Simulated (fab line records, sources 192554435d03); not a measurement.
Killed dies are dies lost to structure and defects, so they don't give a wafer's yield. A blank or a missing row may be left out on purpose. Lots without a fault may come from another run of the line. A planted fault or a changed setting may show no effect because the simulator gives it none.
One fault seen from 2 desks | flow n5_finfet | each desk has only its own numbers; what lay behind them comes last

THE METROLOGY DESK
What the gauges read, lot by lot, whatever tool the lot ran on: means of the sampled wafers that have a number. A lot is out of limits, marked OUT, if its mean lies more than 4 standard deviations from the usual mean; the brackets give that distance. Of its 10 readings 7 are shown: those that lie furthest out on some lot.
Columns: A = DIBL_N at N5_BEOL_M4_RC_MEAS_101, usual 35.8 mV/V; B = IOFF_N at N5_BEOL_M4_RC_MEAS_101, usual 0.150 nA/um; C = IOFF_P at N5_BEOL_M4_RC_MEAS_101, usual 0.194 nA/um; D = ION_P at N5_BEOL_M4_RC_MEAS_101, usual 456 uA/um; E = SS_N at N5_BEOL_M4_RC_MEAS_101, usual 71.4 mV/dec; F = SS_P at N5_BEOL_M4_RC_MEAS_101, usual 73.1 mV/dec; G = VT_N at N5_BEOL_M4_RC_MEAS_101, usual 251 mV
lot  | first seen here | A    | B     | C     | D   | E    | F    | G
L519 | day 10 08:08    | 36.9 | 0.160 | 0.207 | 455 | 71.3 | 73.0 | 249
L521 | day 11 04:25    | 37.3 | 0.165 | 0.202 | 457 | 71.5 | 73.0 | 250
L524 | day 12 06:08    | 33.5 | 0.142 | 0.198 | 463 | 70.8 | 72.3 | 250
L531 | day 14 05:50    | 38.3 | 0.197 | 0.217 | 456 | 72.5 | 73.5 | 248
L535 | day 14 15:31    | 36.3 | 0.153 | 0.181 | 448 | 72.1 | 73.5 | 253
L539 | day 15 11:35    | 37.8 | 0.178 | 0.235 | 465 | 71.6 | 73.8 | 249
This desk's finding: nothing out of limits on any of the 6 lots.

THE TOOL OWNER'S DESK: cvd_w-02
The tool's own readings at N5_HKMG_FIN_ALD_72 (deposits W, target thk 2 nm, pulse time 1 s, purge time 2 s): means of the sampled wafers that have a number, for each lot that ran on this tool. A lot is out of limits, marked OUT, if its mean lies more than 4 standard deviations from the usual mean; the brackets give that distance.
Columns: A = heater_power_w at N5_HKMG_FIN_ALD_72, usual 481 W; B = precursor_pulse_height_rel at N5_HKMG_FIN_ALD_72, usual 1.001
lot  | first seen here | A   | B
L521 | day 5 09:16     | 455 | 1.005
L524 | day 6 05:11     | 458 | 1.005
L535 | day 8 21:43     | 457 | 1.004
This desk's finding: nothing out of limits on any of the 3 lots.

PUT TOGETHER
The metrology desk saw nothing out of limits.
The tool owner's desk saw nothing out of limits.

WHAT THE SIMULATOR HAD PUT IN
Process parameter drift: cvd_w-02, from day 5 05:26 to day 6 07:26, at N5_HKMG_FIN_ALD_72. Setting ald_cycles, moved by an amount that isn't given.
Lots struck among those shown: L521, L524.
